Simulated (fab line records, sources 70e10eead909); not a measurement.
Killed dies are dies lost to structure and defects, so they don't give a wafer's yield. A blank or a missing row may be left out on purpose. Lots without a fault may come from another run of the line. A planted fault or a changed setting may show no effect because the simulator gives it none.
A struck lot beside a sound one | flow nand_harc | 23 steps out of a route of 1159
Sound: wafers L509.2, L509.4, L509.6. Struck: wafers L508.4, L508.6. (L508.1 of the same lot was not struck and is left out.) The cause comes at the end.
At each step with rows: each side's tool, then ch and its chambers, then its first start. Under that, the readings that differ: sound wafers | struck wafers | difference of the means | sigmas: that difference in standard deviations of wafers without a fault.
alike: readings whose means differ by less than 2 such deviations, and words and numbers that are the same on both sides. not compared: withheld readings, readings that some wafer has no value for, bounds like >300 that may hide the same value, and numbers for which the record gives no deviation and whose values overlap.
The two part at a step that has a row with sigmas, a row that says differs or no value, or rows on one side only. Numbers that don't overlap but have no deviation are shown without sigmas and don't part them. A reading that every wafer of one side lacks parts them only if that side has two wafers or more.

first, 4 steps without rows for these wafers: NHARC_P_GATE_PRECLEAN_71 (cleans in SC1); NHARC_P_GATE_SRD_72; NHARC_P_GATE_OXIDE_16 (material SiO2, target thk 3 nm, ox time 392 s); NHARC_P_GATE_CVD_17 (deposits poly-Si, target thk 150 nm, time 900 s).
NHARC_P_GATE_HM_DEP_102: deposits aC, target thk 120 nm.
  sound on acl_dep-01 ch 0, day 9 23:32; struck on acl_dep-03 ch 0, day 9 14:52
  alike: throttle_valve_pct
NHARC_P_GATE_DEP_103: deposits SiON, target thk 30 nm.
  sound on pecvd-04 ch 1,2, day 10 00:05; struck on pecvd-02 ch 0,2, day 9 15:35
  alike: heater_power_outer_w, heater_power_w
then, 6 steps without rows for these wafers: NHARC_P_GATE_DEHYDRATE_18 (time 120 s); NHARC_P_GATE_HMDS_19 (time 30 s); NHARC_P_GATE_COAT_20 (resist thk 90 nm); NHARC_P_GATE_SOFTBAKE_21 (time 55 s); NHARC_P_GATE_EBR_22; NHARC_P_GATE_EXPOSE_23 (exposes mask P GATE, target cd 120 nm).
NHARC_P_GATE_PEB_24: peb time 65 s.
  sound on litho_track-06 ch 0, day 10 00:41; struck on litho_track-01 ch 0, day 9 16:08
  alike: exhaust_pa
then, 1 step without rows for these wafers: NHARC_P_GATE_DEVELOP_25 (develop time 35 s).
NHARC_P_GATE_CD_MEAS_26: target cd 120 nm.
  sound on cd_sem-03 ch 0, day 10 00:46; struck on cd_sem-01 ch 0, day 9 16:13
  reading    | sound             | struck      | difference | sigmas
  cd_nm (nm) | 119.3 119.0 119.3 | 115.4 114.4 | -4.3       | -6
NHARC_P_GATE_OVL_MEAS_27:
  sound on overlay-02, day 10 00:51; struck on overlay-01, day 9 16:18
  reading           | sound         | struck    | difference | sigmas
  overlay_x_nm (nm) | 1.0 0.8 0.8   | -1.9 -1.4 | -2.5       | -3
  overlay_y_nm (nm) | -0.8 -0.1 0.0 | 1.1 0.7   | +1.2       | +2
NHARC_P_GATE_INSPECT_28:
  sound on defect_inspect-02, day 10 00:53; struck on defect_inspect-01, day 9 16:20
  reading          | sound | struck | difference | sigmas
  raw_defect_count | 2 4 2 | 8 8    | +5         | +2
NHARC_P_GATE_DESCUM_31: chemistry O2, time 3 s.
  sound on rie_diel-08 ch 0,3, day 10 01:00; struck on rie_diel-03 ch 0,2, day 9 16:25
  reading                 | sound             | struck      | difference | sigmas
  model.P_GATE.cd_nm (nm) | 119.5 118.8 119.5 | 115.7 114.8 | -4.0       |
  alike: drypump_motor_current_A, o2_flow_sccm, oes_product_au, rf_vpp_V, showerhead_plenum_p_Torr, throttle_valve_pct
  not compared: rf_hours_counter_h
NHARC_P_GATE_ETCH_104: etches the open film in CF4/CHF3, target depth 60 nm.
  sound on rie_diel-08 ch 0,2, day 10 01:19; struck on rie_diel-03 ch 0,3, day 9 16:29
  reading                     | sound       | struck  | difference | sigmas
  drypump_motor_current_A (A) | 5.0 5.4 5.0 | 6.5 5.9 | +1.1       | +2
  alike: bias_w, oes_product_au, rf_vpp_V, showerhead_plenum_p_Torr, throttle_valve_pct
NHARC_P_GATE_HM_OPEN_105: chemistry O2/COS, target depth 360 nm.
  sound on rie_diel-08 ch 0,1,2; struck on rie_diel-03 ch 1,2
  alike: bias_w, drypump_motor_current_A, o2_flow_sccm, oes_product_au, rf_vpp_V, showerhead_plenum_p_Torr, throttle_valve_pct
  not compared: rf_hours_counter_h
then, 1 step without rows for these wafers: NHARC_P_GATE_STRIP_106 (strips in O2/COS).
NHARC_P_GATE_ETCH_114: etches the open film in CF4/O2, target depth 30 nm, overetch 3 nm, time 16.5 s.
  sound on rie_diel-08 ch 0,2,3; struck on rie_diel-03 ch 2,3
  reading    | sound          | struck      | difference | sigmas
  bias_w (W) | 98.9 99.3 99.6 | 100.1 100.0 | +0.8       | +3
  alike: drypump_motor_current_A, o2_flow_sccm, oes_product_au, rf_vpp_V, showerhead_plenum_p_Torr, throttle_valve_pct
  not compared: rf_hours_counter_h, model.P_GATE.cd_nm
NHARC_P_GATE_ETCH_32: etches the open film in HBr/Cl2, target depth 150 nm, time 100.1 s.
  sound on rie_si-04 ch 0,1,2, day 10 02:22; struck on rie_si-02 ch 1, day 9 16:52
  alike: bias_w, drypump_motor_current_A, oes_product_au, throttle_valve_pct
  not compared: rf_hours_counter_h

WHERE THEY PART
First at NHARC_P_GATE_CD_MEAS_26; last, within this record, at NHARC_P_GATE_ETCH_114. Later steps at which nothing parts them and some readings are alike: NHARC_P_GATE_ETCH_32.

WHY: what the simulator had put in
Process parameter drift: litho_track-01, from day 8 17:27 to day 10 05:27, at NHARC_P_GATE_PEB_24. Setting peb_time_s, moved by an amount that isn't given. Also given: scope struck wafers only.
